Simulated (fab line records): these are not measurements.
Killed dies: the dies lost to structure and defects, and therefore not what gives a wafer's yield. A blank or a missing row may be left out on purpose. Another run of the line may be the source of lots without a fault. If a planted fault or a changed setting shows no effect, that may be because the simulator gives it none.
Split-lot study -- flow n5-finfet -- 39 wafers read from 7 lots, route of 1938 steps

THE SPLIT ITSELF
At N5_PASSIVATION_DEVELOP_43 (develop time 60 s), the setting develop-time-s was moved away from the recipe's 60 s on 12 of the 39 wafers read, by +19.5% to +57.1%. All remaining wafers had this setting at the recipe value.

THE PATH FROM SPLIT TO READING: the file shows 1 step between them
- N5_PASSIVATION_HARDBAKE_45: time 120 s

THE READING
Shown in nm: cd-nm at N5_PASSIVATION_CD_MEAS_44, with target cd 40000 nm. Fault-free wafers of this fab line usually give 40001 nm, standard deviation 2.9 nm.

wafer,"tool, chamber at the split","develop-time-s as run, s",against the recipe,"cd-nm, nm",against lot-mates on the recipe
L076.1,"litho-track-03, 0",60,recipe,40003,-
L076.2,"litho-track-03, 0",60,recipe,40001,-
L076.3,"litho-track-03, 0",60,recipe,40001,-
L076.4,"litho-track-03, 0",60,recipe,40004,-
L076.5,"litho-track-03, 0",60,recipe,40000,-
L076.6,"litho-track-03, 0",60,recipe,40001,-
L079.2,"litho-track-03, 0",60,recipe,40001,-
L079.3,"litho-track-03, 0",60,recipe,40004,-
L079.6,"litho-track-03, 0",60,recipe,40002,-
L081.1,"litho-track-04, 0",60,recipe,39998,-
L081.2,"litho-track-04, 0",94.27,+57.1%,40019,+19
L081.3,"litho-track-04, 0",60,recipe,40002,-
L081.4,"litho-track-04, 0",60,recipe,40000,-
L081.5,"litho-track-04, 0",94.27,+57.1%,40020,+20
L081.6,"litho-track-04, 0",94.27,+57.1%,40022,+22
L083.1,"litho-track-04, 0",60,recipe,39998,-
L083.2,"litho-track-04, 0",87.79,+46.3%,40015,+17
L083.3,"litho-track-04, 0",60,recipe,40000,-
L083.4,"litho-track-04, 0",87.79,+46.3%,40012,+14
L083.5,"litho-track-04, 0",60,recipe,39997,-
L083.6,"litho-track-04, 0",87.79,+46.3%,40013,+15
L084.1,"litho-track-03, 0",60,recipe,40003,-
L084.2,"litho-track-03, 0",79.57,+32.6%,40014,+12
L084.3,"litho-track-03, 0",60,recipe,40001,-
L084.4,"litho-track-03, 0",79.57,+32.6%,40016,+14
L084.5,"litho-track-03, 0",79.57,+32.6%,40012,+10
L084.6,"litho-track-03, 0",60,recipe,40003,-
L085.1,"litho-track-03, 0",60,recipe,40000,-
L085.2,"litho-track-03, 0",60,recipe,39999,-
L085.3,"litho-track-03, 0",60,recipe,40001,-
L085.4,"litho-track-03, 0",60,recipe,39997,-
L085.5,"litho-track-03, 0",60,recipe,40005,-
L085.6,"litho-track-03, 0",60,recipe,40003,-
L091.1,"litho-track-03, 0",60,recipe,39999,-
L091.2,"litho-track-03, 0",71.69,+19.5%,40005,+6
L091.3,"litho-track-03, 0",71.69,+19.5%,40006,+7
L091.4,"litho-track-03, 0",60,recipe,40001,-
L091.5,"litho-track-03, 0",71.69,+19.5%,40003,+4
L091.6,"litho-track-03, 0",60,recipe,39998,-

FIT RESULTS
A straight line over all 39 wafers: cd-nm changes by +0.323 nm for each +1% of develop-time-s; r = +0.94; the points scatter about the line by 2.3 nm.
The same after taking each lot's own level away (the mean of its wafers on the recipe; 39 wafers): +0.344 nm for each +1%; r = +0.97; scatter 1.7 nm.
On that fit, the largest move of develop-time-s shifts the reading by 20 nm.
The span of the lots' own levels, 39998.3 to 40002.3 nm, comes to 1.4 times the standard deviation stated above.
Consequently the slope shifts little with the lot-to-lot level, the two slopes agreeing.
Check: with one of the wafers moved furthest among these (+57.1%) left out of the fit, the line predicts +19.6 nm for it against its lot-mates. It came out at +19 nm against them.

FURTHER SPLITS ON THESE WAFERS
These wafers also went through other splits before the reading. Each is held against what the fit with the lots' levels taken away leaves over:
other split on the same wafers,wafers away from the commonest value,r with cd-nm (lot level and that fit taken away)
N5_BEOL_M11_TRENCH_ETCH_37 target-depth-a,15,+0.10
N5_BEOL_M13_SPUTTER_44 time-s,15,+0.05
N5_MIM_BOT_LITHO_DEVELOP_07 develop-time-s,15,+0.32

FILE'S OWN FIT
cd-nm changes by +0.338 nm for each +1% of develop-time-s, r = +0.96.
